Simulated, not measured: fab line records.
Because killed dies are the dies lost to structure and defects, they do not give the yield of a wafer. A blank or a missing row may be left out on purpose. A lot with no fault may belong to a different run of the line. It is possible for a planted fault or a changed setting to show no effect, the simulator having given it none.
fab line records ; flow n5_finfet
record: lots: 7; wafers: 21
route steps=1938 shown BEOL_M12@1648 BEOL_M13@1685 BEOL_M15@1809 PASSIVATION@1901
start_h: hours from the record's first day to the start of the lot's first wafer shown ; wait_h: hours elapsed since this lot's preceding step ; " as in the row above ; L1.1+2: one row covering several wafers at once ; - either no value or no given start ; * or withheld: withheld ; < > ~ a bound
route shown NAME@n: a module of which the file shows steps, and the number in the route of the first ; usual: mean/standard deviation of fault-free wafers ; same: alike in all rows ; chamber/n: place in a boat ; sites: readings site by site ; _std_site: standard deviation of those values ; _edge_site: inner sites' mean taken away from outer sites' mean ; radius_mm: how far each site lies from the wafer's centre ; mask NAME#n: copy n ; behind: the most recent tool/chamber to have shaped the wafer ; hold: reason for holding the lot/hours on hold/outcome of the hold ; device: transistor that didn't switch, given as n, p or np ; end of line: tests run on the same wafers once the route is complete ; a step given without rows: its recipe and nothing more ; killed: dies lost to structure and defects at the first sort, not the wafer's yield ; map: a wafer's dies, x killed, . not, _ none there
set.NAME: the run value of the setting; set.NAME@STEP: its run value at that earlier step ; model.NAME: the simulator's own value behind a step, which no gauge read
lots whose settings were changed on purpose; a table a step, a row a wafer
== steps ==
step: N5_BEOL_M12_SPUTTER_43
recipe: material: TaN; target_thk_a: 150; temp_c: 50; bias_v: 168.6; power_w: 15000; chamber_pressure_pa: 0.12; time_s: 24.19
lot.wafer;tool;chamber;start_h;wait_h;set.power_w;model.TaN_of_BEOL_M12_SPUTTER_43.thk_nm
L074.1+4;pvd_sputter-02;-;252.47;0.0;15000;14.8
L074.2;pvd_sputter-02;-;252.47;0.0;12920;12.6
L081.3;pvd_sputter-01;-;314.80;0.0;15000;15.2
L081.4;pvd_sputter-01;-;314.80;0.0;17220;17.2
L081.6;pvd_sputter-01;-;314.80;0.0;17220;17.4
L083.1;pvd_sputter-03;-;340.39;0.0;15000;15
L083.5;pvd_sputter-03;-;340.39;0.0;17310;17.6
L083.6;pvd_sputter-03;-;340.39;0.0;15000;15.2
L091.3;pvd_sputter-03;-;373.73;0.0;15000;15.2
L091.4;pvd_sputter-03;-;373.73;0.0;17060;17
L091.5;pvd_sputter-03;-;373.73;0.0;15000;14.8
L092.1+3+4;pvd_sputter-03;-;385.35;0.0;15000;15
L095.1+3;pvd_sputter-03;-;386.69;0.0;15840;16
L095.5;pvd_sputter-03;-;386.69;0.0;15000;15
L097.1;pvd_sputter-02;-;415.65;0.0;15000;15
L097.2+3;pvd_sputter-02;-;415.65;0.0;15000;14.8
step: N5_BEOL_M13_EXPOSE_25
recipe: mask_id: M13; na: 0.93; source_shape: conventional; sigma_outer: 0.4; polarization: unpolarized; target_cd_nm: 210; dose_mj: 22
lot.wafer;tool;chamber;start_h;wait_h;mask;set.dose_mj
L074.1+4;krf_scanner-01;0;255.16;-;M13#0;20.92
L074.2;krf_scanner-01;0;255.16;-;M13#0;22
L081.3+6;krf_scanner-01;0;318.47;-;M13#0;21.49
L081.4;krf_scanner-01;0;318.47;-;M13#0;22
L083.1+5+6;krf_scanner-02;0;344.33;-;M13#0;22
L091.3+5;krf_scanner-02;0;376.31;-;M13#0;22
L091.4;krf_scanner-02;0;376.31;-;M13#0;22.93
L092.1+4;krf_scanner-01;0;387.99;-;M13#0;22
L092.3;krf_scanner-01;0;387.99;-;M13#0;20.37
L095.1;krf_scanner-02;0;390.42;-;M13#0;21.43
L095.3+5;krf_scanner-02;0;390.42;-;M13#0;22
L097.1+2+3;krf_scanner-01;0;418.37;-;M13#0;22
step: N5_BEOL_M13_PEB_26
recipe: peb_temp_c: 130; peb_time_s: 90
step: N5_BEOL_M13_DEVELOP_27
recipe: develop_time_s: 45; rinse_liquid: diw; dry: air_spin; dev_temp_c: 21
step: N5_BEOL_M13_HARDBAKE_32
recipe: temp_c: 130; time_s: 120
step: N5_BEOL_M13_CD_MEAS_28
recipe: target_cd_nm: 209.5; landing_energy_ev: 500; detector: se_inlens
usual: cd_nm: 209.1/0.96
lot.wafer;tool;chamber;start_h;wait_h;set.dose_mj@BEOL_M13_EXPOSE_25;cd_nm
L074.1;cd_sem-03;0;255.33;-;20.92;203.3
L074.2;cd_sem-03;0;255.33;-;22;209.2
L074.4;cd_sem-03;0;255.33;-;20.92;204.1
L081.3;cd_sem-01;0;318.63;-;21.49;207.7
L081.4;cd_sem-01;0;318.63;-;22;209.3
L081.6;cd_sem-01;0;318.63;-;21.49;208.0
L083.1;cd_sem-02;0;344.50;-;22;209.6
L083.5;cd_sem-02;0;344.50;-;22;210.0
L083.6;cd_sem-02;0;344.50;-;22;209.3
L091.3;cd_sem-03;0;376.47;-;22;208.5
L091.4;cd_sem-03;0;376.47;-;22.93;213.0
L091.5;cd_sem-03;0;376.47;-;22;210.5
L092.1;cd_sem-01;0;388.16;-;22;206.1
L092.3;cd_sem-01;0;388.16;-;20.37;199.0
L092.4;cd_sem-01;0;388.16;-;22;206.6
L095.1;cd_sem-02;0;390.59;-;21.43;206.4
L095.3;cd_sem-02;0;390.59;-;22;208.3
L095.5;cd_sem-02;0;390.59;-;22;208.0
L097.1;cd_sem-02;0;418.54;-;22;207.6
L097.2;cd_sem-02;0;418.54;-;22;208.1
L097.3;cd_sem-02;0;418.54;-;22;208.4
step: N5_BEOL_M13_DESCUM_33
recipe: chemistry: O2; time_s: 7.9; source_power_w: 50; bias_power_w: 20; pressure_mtorr: 20; rf_frequency_hz: 2.712e+07; temp_c: 40; o2_flow_sccm: 225
lot.wafer;tool;chamber;start_h;wait_h;set.dose_mj@BEOL_M13_EXPOSE_25;model.BEOL_M13.cd_nm
L074.1;rie_diel-03;3;255.52;0.1;20.92;203.2
L074.2;rie_diel-03;0;255.52;0.1;22;209.2
L074.4;rie_diel-03;1;255.52;0.1;20.92;204.2
L081.3+6;rie_diel-06;0,2;318.91;0.2;21.49;207.6
L081.4;rie_diel-06;1;318.91;0.2;22;209.2
L083.1;rie_diel-03;3;344.60;0.0;22;209.8
L083.5;rie_diel-03;3;344.60;0.0;22;210
L083.6;rie_diel-03;2;344.60;0.0;22;209.4
L091.3;rie_diel-06;1;377.02;0.5;22;208.8
L091.4;rie_diel-06;1;377.02;0.5;22.93;213
L091.5;rie_diel-06;0;377.02;0.5;22;210.2
L092.1;rie_diel-01;0;388.25;0.0;22;206.2
L092.3;rie_diel-01;3;388.25;0.0;20.37;199
L092.4;rie_diel-01;2;388.25;0.0;22;206.6
L095.1;rie_diel-01;1;390.68;0.0;21.43;206.4
L095.3;rie_diel-01;2;390.68;0.0;22;208.4
L095.5;rie_diel-01;0;390.68;0.0;22;208
L097.1;rie_diel-01;1;418.66;0.1;22;207.6
L097.2;rie_diel-01;2;418.66;0.1;22;208.4
L097.3;rie_diel-01;0;418.66;0.1;22;208.6
step: N5_BEOL_M13_ETCH_68
recipe: chemistry: N2/H2; target: SOC; mask_material: SiARC; source_w: 3000; bias_w: 350; temp_c: 40; time_s: 355; ion_energy_ev: 200; pressure_mtorr: 30; n2_flow_sccm: 200; h2_flow_sccm: 200
lot.wafer;tool;chamber;start_h;wait_h;set.time_s;set.dose_mj@BEOL_M13_EXPOSE_25;model.BEOL_M13.cd_nm;model.SiARC_of_BEOL_M13_COAT_66.thk_nm
L074.1;rie_diel-03;3;255.70;0.1;355;20.92;202.8;78.2
L074.2;rie_diel-03;0;255.70;0.1;355;22;207.8;78.4
L074.4;rie_diel-03;1;255.70;0.1;292.2;20.92;203.4;83.8
L081.3;rie_diel-06;0;319.09;0.1;402;21.49;208.6;71.4
L081.4;rie_diel-06;1;319.09;0.1;402;22;212.2;71.4
L081.6;rie_diel-06;2;319.09;0.1;355;21.49;207.8;76.8
L083.1;rie_diel-03;3;344.78;0.1;325.6;22;209.6;79.8
L083.5;rie_diel-03;3;344.78;0.1;325.6;22;209.6;79.6
L083.6;rie_diel-03;2;344.78;0.1;355;22;209;78.8
L091.3;rie_diel-06;1;377.20;0.1;355;22;210.2;77
L091.4;rie_diel-06;1;377.20;0.1;355;22.93;214.4;77
L091.5;rie_diel-06;0;377.20;0.1;355;22;210.2;77.2
L092.1;rie_diel-01;0;388.43;0.1;326.1;22;206.8;80
L092.3;rie_diel-01;3;388.43;0.1;355;20.37;199.2;77
L092.4;rie_diel-01;2;388.43;0.1;355;22;207;77
L095.1;rie_diel-01;1;390.86;0.1;378.8;21.43;207;74.6
L095.3;rie_diel-01;2;390.86;0.1;378.8;22;208.4;74.6
L095.5;rie_diel-01;0;390.86;0.1;378.8;22;208.8;75
L097.1;rie_diel-01;1;418.84;0.1;355;22;208.2;77
L097.2;rie_diel-01;2;418.84;0.1;355;22;208.2;77.4
L097.3;rie_diel-01;0;418.84;0.1;355;22;208.6;77.4
step: N5_BEOL_M15_TRENCH_ETCH_34
recipe: chemistry: C4F8/O2/Ar; target: SiO2; target_depth_a: 8729.3; he_inner_torr: 15; he_outer_torr: 30; time_s: 199; ion_energy_ev: 800; pressure_mtorr: 20; source_w: 1905; bias_w: 2040; Ar_flow_sccm: 400; C4F8_flow_sccm: 16; O2_flow_sccm: 12
lot.wafer;tool;chamber;start_h;wait_h;set.time_s;model.etch.depth_nm;model.coat_of_BEOL_M15_COAT_22.thk_nm
L074.1;rie_diel-01;3;267.73;0.0;199;879.2;538.8
L074.2;rie_diel-01;0;267.73;0.0;221.6;977.6;517
L074.4;rie_diel-01;2;267.73;0.0;221.6;953.3;525.4
L081.3;rie_diel-03;1;335.18;0.0;199;866.1;542.4
L081.4;rie_diel-03;3;335.18;0.0;168.6;745.4;565.4
L081.6;rie_diel-03;1;335.18;0.0;168.6;729.3;569
L083.1;rie_diel-06;2;356.38;0.0;161.5;698.4;579.4
L083.5;rie_diel-06;3;356.38;0.0;199;873.2;544.8
L083.6;rie_diel-06;1;356.38;0.0;199;901;537.6
L091.3;rie_diel-03;0;390.93;0.0;170.1;763.2;565
L091.4;rie_diel-03;1;390.93;0.0;199;866.1;546.2
L091.5;rie_diel-03;2;390.93;0.0;199;862.9;548
L092.1;rie_diel-06;2;400.19;0.0;177.6;767.3;567.2
L092.3;rie_diel-06;3;400.19;0.0;199;867.7;549
L092.4;rie_diel-06;0;400.19;0.0;177.6;790.4;562.2
L095.1;rie_diel-06;0;404.05;0.0;218.5;965.4;526.8
L095.3;rie_diel-06;3;404.05;0.0;199;873.5;548.6
L095.5;rie_diel-06;0;404.05;0.0;218.5;973.3;526
L097.1;rie_diel-03;1;429.85;0.0;199;865;544.6
L097.2;rie_diel-03;2;429.85;0.0;199;856.6;550.2
L097.3;rie_diel-03;0;429.85;0.0;199;901.7;533.6
step: N5_BEOL_M15_SPUTTER_44
recipe: material: Ta; target_thk_a: 150; temp_c: 50; bias_v: 80; power_w: 15000; chamber_pressure_pa: 0.07; time_s: 24.19
lot.wafer;tool;chamber;start_h;wait_h;set.power_w;model.Ta_of_BEOL_M15_SPUTTER_44.thk_nm
L074.1;pvd_sputter-02;-;269.95;0.0;15870;16
L074.2;pvd_sputter-02;-;269.95;0.0;15000;15.2
L074.4;pvd_sputter-02;-;269.95;0.0;15870;16.2
L081.3+6;pvd_sputter-03;-;335.95;0.0;15970;16
L081.4;pvd_sputter-03;-;335.95;0.0;15970;15.8
L083.1;pvd_sputter-01;-;359.17;0.0;12350;12.2
L083.5;pvd_sputter-01;-;359.17;0.0;15000;15
L083.6;pvd_sputter-01;-;359.17;0.0;15000;14.8
L091.3;pvd_sputter-02;-;392.84;0.0;15000;15
L091.4+5;pvd_sputter-02;-;392.84;0.0;15000;15.2
L092.1;pvd_sputter-01;-;404.51;0.0;15000;15.2
L092.3;pvd_sputter-01;-;404.51;0.0;14030;14.4
L092.4;pvd_sputter-01;-;404.51;0.0;14030;14.2
L095.1;pvd_sputter-01;-;405.11;0.0;15000;15.2
L095.3;pvd_sputter-01;-;405.11;0.0;16330;16.2
L095.5;pvd_sputter-01;-;405.11;0.0;15000;15
L097.1+3;pvd_sputter-02;-;432.32;0.0;15000;14.8
L097.2;pvd_sputter-02;-;432.32;0.0;15000;15
step: N5_BEOL_M15_SPUTTER_45
recipe: material: Cu; target_thk_a: 1000; temp_c: -20; bias_v: 60; power_w: 26000; chamber_pressure_pa: 0.13; time_s: 16.67
step: N5_BEOL_M15_ECD_47
recipe: material: Cu; target_thk_a: 18600
step: N5_BEOL_M15_ANNEAL_48
recipe: temp_c: 225; time_s: 90; ambient: N2
step: N5_BEOL_M15_CMP_49
recipe: stop_on: SiO2; t_overpolish_s: 4.9; down_force_psi: 2; platen_rpm: 80; clearing_platen_down_force_psi: 2; clearing_platen_rpm: 80; post_cmp_clean: cu_alkaline; target_thk_nm: 850; clearing_platen_pad_velocity_m_s: 1.5917; pad_velocity_m_s: 1.5917
lot.wafer;tool;chamber;start_h;wait_h;set.time_s@BEOL_M15_TRENCH_ETCH_34;model.Cu_of_BEOL_M15_ECD_47.thk_nm
L074.1;cmp-04;1;270.69;0.3;199;855.8
L074.4;cmp-04;2;270.69;0.3;221.6;929.4
L074.2;cmp-04;0;270.69;0.3;221.6;955
L081.3;cmp-04;2;337.04;0.4;199;842.2
L081.4;cmp-04;3;337.04;0.4;168.6;722.4
L081.6;cmp-04;2;337.04;0.4;168.6;705.4
L083.1;cmp-01;1;360.02;0.3;161.5;678.2
L083.6;cmp-01;1;360.02;0.3;199;877.8
L083.5;cmp-01;2;360.02;0.3;199;850.6
L091.3;cmp-01;0;393.61;0.2;170.1;740.8
L091.4;cmp-01;1;393.61;0.2;199;842.8
L091.5;cmp-01;3;393.61;0.2;199;839
L092.1;cmp-02;3;405.73;0.5;177.6;745.2
L092.3;cmp-02;1;405.73;0.5;199;844.2
L092.4;cmp-02;2;405.73;0.5;177.6;768
L095.3;cmp-04;3;406.44;0.2;199;848.6
L095.1;cmp-04;0;406.44;0.2;218.5;941.8
L095.5;cmp-04;2;406.44;0.2;218.5;950.2
L097.2;cmp-04;2;433.05;0.2;199;834
L097.3;cmp-04;3;433.05;0.2;199;879.6
L097.1;cmp-04;0;433.05;0.2;199;842.4
step: N5_BEOL_M15_THK_MEAS_50
recipe: thk_meas_gauge: xrf; reads: Cu_of_BEOL_M15_ECD_47
usual: M15_THK: 849/15
lot.wafer;tool;chamber;start_h;wait_h;set.time_s@BEOL_M15_TRENCH_ETCH_34;M15_THK[nm]
L074.1;film_metro-01;-;270.98;-;199;862
L074.2;film_metro-01;-;270.98;-;221.6;963
L074.4;film_metro-01;-;270.98;-;221.6;941
L081.3;film_metro-01;-;337.33;-;199;837
L081.4;film_metro-01;-;337.33;-;168.6;720
L081.6;film_metro-01;-;337.33;-;168.6;703
L083.1;film_metro-02;-;360.31;-;161.5;675
L083.5;film_metro-02;-;360.31;-;199;850
L083.6;film_metro-02;-;360.31;-;199;876
L091.3;film_metro-01;-;393.87;-;170.1;747
L091.4;film_metro-01;-;393.87;-;199;847
L091.5;film_metro-01;-;393.87;-;199;844
L092.1;film_metro-02;-;406.02;-;177.6;737
L092.3;film_metro-02;-;406.02;-;199;834
L092.4;film_metro-02;-;406.02;-;177.6;756
L095.1;film_metro-01;-;406.70;-;218.5;946
L095.3;film_metro-01;-;406.70;-;199;852
L095.5;film_metro-01;-;406.70;-;218.5;957
L097.1;film_metro-01;-;433.35;-;199;839
L097.2;film_metro-01;-;433.35;-;199;826
L097.3;film_metro-01;-;433.35;-;199;877
step: N5_BEOL_M15_PRE_CLEAN_52
recipe: gas: NH3; time_s: 15; temp_c: withheld; rf_power_w: 300
step: N5_BEOL_M15_DEP_53
recipe: material: SiCN; target_thk_a: 500; temp_c: withheld; precursor: 3MS/NH3; pressure_torr: 3; rf_w: 675; time_s: 17.8
step: N5_BEOL_M15_RS_MEAS_54
recipe: thk_meas_gauge: four-point-probe; reads: Cu_of_BEOL_M15_ECD_47+Ta_of_BEOL_M15_SPUTTER_44+TaN_of_BEOL_M15_SPUTTER_43
usual: M15_RS: 0.0216/0.00035
lot.wafer;tool;chamber;start_h;wait_h;set.time_s@BEOL_M15_TRENCH_ETCH_34;M15_RS[ohm/sq]
L074.1;film_metro-02;-;271.11;0.0;199;0.0214
L074.2;film_metro-02;-;271.11;0.0;221.6;0.0192
L074.4;film_metro-02;-;271.11;0.0;221.6;0.0197
L081.3;film_metro-01;-;337.46;0.1;199;0.0217
L081.4;film_metro-01;-;337.46;0.1;168.6;0.0255
L081.6;film_metro-01;-;337.46;0.1;168.6;0.0261
L083.1;film_metro-01;-;360.44;0.0;161.5;0.0271
L083.5;film_metro-01;-;360.44;0.0;199;0.0215
L083.6;film_metro-01;-;360.44;0.0;199;0.0209
L091.3;film_metro-01;-;394.03;0.1;170.1;0.0248
L091.4;film_metro-01;-;394.03;0.1;199;0.0218
L091.5;film_metro-01;-;394.03;0.1;199;0.0219
L092.1;film_metro-02;-;406.15;0.0;177.6;0.0247
L092.3;film_metro-02;-;406.15;0.0;199;0.0218
L092.4;film_metro-02;-;406.15;0.0;177.6;0.0240
L095.1;film_metro-02;-;406.82;0.0;218.5;0.0194
L095.3;film_metro-02;-;406.82;0.0;199;0.0216
L095.5;film_metro-02;-;406.82;0.0;218.5;0.0193
L097.1;film_metro-02;-;433.48;0.0;199;0.0219
L097.2;film_metro-02;-;433.48;0.0;199;0.0220
L097.3;film_metro-02;-;433.48;0.0;199;0.0209
step: N5_PASSIVATION_EXPOSE_27
recipe: mask_id: PAD; na: 0.55; source_shape: conventional; sigma_outer: 0.8; polarization: unpolarized; defocus_nm: 0; dose_mj: 32.3
lot.wafer;tool;chamber;start_h;wait_h;mask;set.dose_mj
L074.1;krf_scanner-02;0;286.29;-;PAD#0;29.96
L074.2+4;krf_scanner-02;0;286.29;-;PAD#0;32.3
L081.3+4+6;krf_scanner-01;0;350.72;-;PAD#0;32.3
L083.1+6;krf_scanner-02;0;369.24;-;PAD#0;32.3
L083.5;krf_scanner-02;0;369.24;-;PAD#0;30.76
L091.3+4;krf_scanner-02;0;404.38;-;PAD#0;32.3
L091.5;krf_scanner-02;0;404.38;-;PAD#0;34.46
L092.1+3+4;krf_scanner-02;0;416.80;-;PAD#0;32.3
L095.1+3+5;krf_scanner-01;0;421.07;-;PAD#0;32.3
L097.1+2+3;krf_scanner-02;0;443.00;-;PAD#0;32.3
step: N5_PASSIVATION_PEB_28
recipe: peb_temp_c: withheld; peb_time_s: *
lot.wafer;tool;chamber;start_h;wait_h;set.peb_time_s
L074.1+4;litho_track-03;0;286.35;0.1;*
L074.2;litho_track-03;0;286.35;0.1;*
L081.3+4;litho_track-01;0;350.77;0.0;*
L081.6;litho_track-01;0;350.77;0.0;*
L083.1+5;litho_track-05;0;369.30;0.1;*
L083.6;litho_track-05;0;369.30;0.1;*
L091.3+5;litho_track-01;0;404.42;0.0;*
L091.4;litho_track-01;0;404.42;0.0;*
L092.1+3;litho_track-03;0;416.86;0.1;*
L092.4;litho_track-03;0;416.86;0.1;*
L095.1+3;litho_track-03;0;421.13;0.1;*
L095.5;litho_track-03;0;421.13;0.1;*
L097.1+2+3;litho_track-05;0;443.05;0.1;*
step: N5_PASSIVATION_DEVELOP_29
recipe: develop_time_s: 60; rinse_liquid: diw; dry: air_spin; dev_temp_c: 21
step: N5_PASSIVATION_HARDBAKE_31
recipe: temp_c: 130; time_s: 120
step: N5_PASSIVATION_CD_MEAS_30
recipe: target_cd_nm: 4000; landing_energy_ev: 500; detector: se_inlens; polarity: opening
usual: cd_nm: 4000.0/1.4
lot.wafer;tool;chamber;start_h;wait_h;set.dose_mj@PASSIVATION_EXPOSE_27;set.peb_time_s@PASSIVATION_PEB_28;cd_nm
L074.1;cd_sem-02;0;286.47;-;29.96;*;3987.0
L074.2;cd_sem-02;0;286.47;-;32.3;*;3999.8
L074.4;cd_sem-02;0;286.47;-;32.3;*;4002.1
L081.3;cd_sem-02;0;350.89;-;32.3;*;3997.8
L081.4;cd_sem-02;0;350.89;-;32.3;*;3998.5
L081.6;cd_sem-02;0;350.89;-;32.3;*;4000.9
L083.1;cd_sem-01;0;369.42;-;32.3;*;3995.3
L083.5;cd_sem-01;0;369.42;-;30.76;*;3984.6
L083.6;cd_sem-01;0;369.42;-;32.3;*;4000.2
L091.3;cd_sem-03;0;404.54;-;32.3;*;4000.6
L091.4;cd_sem-03;0;404.54;-;32.3;*;3997.8
L091.5;cd_sem-03;0;404.54;-;34.46;*;4012.9
L092.1;cd_sem-02;0;416.98;-;32.3;*;4003.6
L092.3;cd_sem-02;0;416.98;-;32.3;*;4003.8
L092.4;cd_sem-02;0;416.98;-;32.3;*;4000.6
L095.1;cd_sem-03;0;421.25;-;32.3;*;3991.4
L095.3;cd_sem-03;0;421.25;-;32.3;*;3992.2
L095.5;cd_sem-03;0;421.25;-;32.3;*;3998.7
L097.1;cd_sem-02;0;443.17;-;32.3;*;4001.3
L097.2;cd_sem-02;0;443.17;-;32.3;*;4001.7
L097.3;cd_sem-02;0;443.17;-;32.3;*;3999.4
== key ==
split: step: N5_BEOL_M12_SPUTTER_43; setting: power_w; stated: 15000; by: wafer
response: step: N5_BEOL_M12_SPUTTER_43; reading: model.TaN_of_BEOL_M12_SPUTTER_43.thk_nm; change: +0.153; per: 1%; r: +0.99
split: step: N5_BEOL_M13_EXPOSE_25; setting: dose_mj; stated: 22; by: wafer
response: step: N5_BEOL_M13_CD_MEAS_28; reading: cd_nm; change: +0.95; per: 1%; r: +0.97
response: step: N5_BEOL_M13_DESCUM_33; reading: model.BEOL_M13.cd_nm; change: +0.964; per: 1%; r: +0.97
response: step: N5_BEOL_M13_ETCH_68; reading: model.BEOL_M13.cd_nm; change: +1.02; per: 1%; r: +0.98
split: step: N5_BEOL_M13_ETCH_68; setting: time_s; stated: 355; by: wafer
response: step: N5_BEOL_M13_ETCH_68; reading: model.SiARC_of_BEOL_M13_COAT_66.thk_nm; change: -0.322; per: 1%; r: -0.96
split: step: N5_BEOL_M15_TRENCH_ETCH_34; setting: time_s; stated: 199; by: wafer
response: step: N5_BEOL_M15_TRENCH_ETCH_34; reading: model.etch.depth_nm; change: +8.66; per: 1%; r: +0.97
response: step: N5_BEOL_M15_TRENCH_ETCH_34; reading: model.coat_of_BEOL_M15_COAT_22.thk_nm; change: -1.71; per: 1%; r: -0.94
response: step: N5_BEOL_M15_CMP_49; reading: model.Cu_of_BEOL_M15_ECD_47.thk_nm; change: +8.59; per: 1%; r: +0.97
response: step: N5_BEOL_M15_THK_MEAS_50; reading: M15_THK; change: +8.62; per: 1%; r: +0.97
response: step: N5_BEOL_M15_RS_MEAS_54; reading: M15_RS; change: -0.000254; per: 1%; r: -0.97
split: step: N5_BEOL_M15_SPUTTER_44; setting: power_w; stated: 15000; by: wafer
response: step: N5_BEOL_M15_SPUTTER_44; reading: model.Ta_of_BEOL_M15_SPUTTER_44.thk_nm; change: +0.147; per: 1%; r: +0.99
split: step: N5_PASSIVATION_EXPOSE_27; setting: dose_mj; stated: 32.3; by: wafer
response: step: N5_PASSIVATION_CD_MEAS_30; reading: cd_nm; change: +2.13; per: 1%; r: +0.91
split: step: N5_PASSIVATION_PEB_28; setting: peb_time_s; stated: *; by: wafer
response: step: N5_PASSIVATION_CD_MEAS_30; reading: cd_nm; slope: +0.299; per: 1%; together_with: dose_mj@PASSIVATION_EXPOSE_27; explained: 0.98
